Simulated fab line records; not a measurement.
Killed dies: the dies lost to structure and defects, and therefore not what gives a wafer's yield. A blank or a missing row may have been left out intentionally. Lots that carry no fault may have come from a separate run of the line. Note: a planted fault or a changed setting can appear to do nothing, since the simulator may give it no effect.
Check of tool commonality -- flow n5-finfet -- 9 lots and 27 wafers in the sample

WHY THIS WAS OPENED
N5_SDB_OVL_MEAS_12, reading SDB_OVL: flagged on 2 of 9 lots. No-fault wafers: 0.3 nm, standard deviation 0.75.
Rule: a lot is flagged when every wafer of it that has a number lies more than 4 standard deviations from that mean, or none has a number. The other lots count as sound.

lot,measured,on,"SDB_OVL (nm), wafer by wafer",flag
L496,day 4 09:46,overlay-02,0.8 0.8 1.4,
L497,day 4 12:10,overlay-01,0.6 1.2 0.1,
L498,day 4 19:59,overlay-01,1.0 -0.7 -1.0,
L506,day 6 18:15,overlay-01,1.3 0.6 0.5,
L511,day 8 00:16,overlay-01,12.5 12.3 12.7,FLAGGED
L513,day 8 11:35,overlay-02,0.6 0.2 -1.0,
L514,day 8 17:53,overlay-02,11.4 11.9 12.6,FLAGGED
L516,day 9 05:10,overlay-02,0.4 0.3 0.4,
L517,day 9 13:12,overlay-02,0.8 1.6 1.1,
The mean of the flagged lots' numbers is 12.2 nm, +11.9 nm from the usual (+16 standard deviations).

WHICH TOOL RAN EACH LOT
The record holds 2 process steps before the reading, out of a route of 1938 steps. In each cell: the tool, then ch and the chambers that the sampled wafers went through, then the start.
lot,flag,N5_ILD0_CMP_07,N5_SDB_EXPOSE_08
L496,,"cmp-02 ch 1,2,3, day 4 05:39","arfi-scanner-03 ch 0, day 4 09:37"
L497,,"cmp-02 ch 0,2,3, day 4 08:13","arfi-scanner-02 ch 0, day 4 12:01"
L498,,"cmp-03 ch 0,3, day 4 14:40","arfi-scanner-03 ch 0, day 4 19:49"
L506,,"cmp-02 ch 0,2,3, day 6 14:16","arfi-scanner-02 ch 0, day 6 18:07"
L511,FLAGGED,"cmp-03 ch 1,2, day 7 20:20","arfi-scanner-02 ch 0, day 8 00:07"
L513,,"cmp-01 ch 1,2,3, day 8 07:24","arfi-scanner-03 ch 0, day 8 11:26"
L514,FLAGGED,"cmp-03 ch 0,1,2, day 8 13:47","arfi-scanner-02 ch 0, day 8 17:43"
L516,,"cmp-02 ch 0,1,2, day 9 00:34","arfi-scanner-03 ch 0, day 9 05:01"
L517,,"cmp-02 ch 2,3, day 9 09:15","arfi-scanner-03 ch 0, day 9 13:02"
What is done by these steps:
- N5_ILD0_CMP_07: polishes SiO2 flowable, stops on poly-Si, t overpolish 1.18 s, target thk 138.88 nm.
- N5_SDB_EXPOSE_08: exposes mask SDB.
- N5_SDB_OVL_MEAS_12

FLAGGED AGAINST TOTAL, ONE TOOL AT A TIME (gauges that did the reading follow at the end)
step,tool,lots run,flagged,share of the flagged lots,sound lots run after its first flagged lot
N5_ILD0_CMP_07,cmp-01,1,0,none,-
N5_ILD0_CMP_07,cmp-02,5,0,none,-
N5_ILD0_CMP_07,cmp-03,3,2,all,0
N5_SDB_EXPOSE_08,arfi-scanner-02,4,2,all,0
N5_SDB_EXPOSE_08,arfi-scanner-03,5,0,none,-
N5_SDB_OVL_MEAS_12,overlay-01,4,1,some,0
N5_SDB_OVL_MEAS_12,overlay-02,5,1,some,"2 (L516,L517)"

WHAT IS ALLOWED BY THE TABLE
Every flagged lot went through 2 rows of the table: cmp-03 at N5_ILD0_CMP_07 and arfi-scanner-02 at N5_SDB_EXPOSE_08.
- cmp-03 at N5_ILD0_CMP_07 ran 3 lots, 2 of them flagged. It ran its last sound lot, L498, at day 4 14:40 and its first flagged lot, L511, at day 7 20:20: a fault with its onset between the two fits.
- arfi-scanner-02 at N5_SDB_EXPOSE_08 ran 4 lots, 2 of them flagged. It ran its last sound lot, L506, at day 6 18:07 and its first flagged lot, L511, at day 8 00:07: a fault with its onset between the two fits.
Counting lots can't tell these 2 tools apart, because each fits a fault that began at some hour. More lots, or a look at what each step does to the wafer, might.

WHAT WAS PUT IN BY THE SIMULATOR
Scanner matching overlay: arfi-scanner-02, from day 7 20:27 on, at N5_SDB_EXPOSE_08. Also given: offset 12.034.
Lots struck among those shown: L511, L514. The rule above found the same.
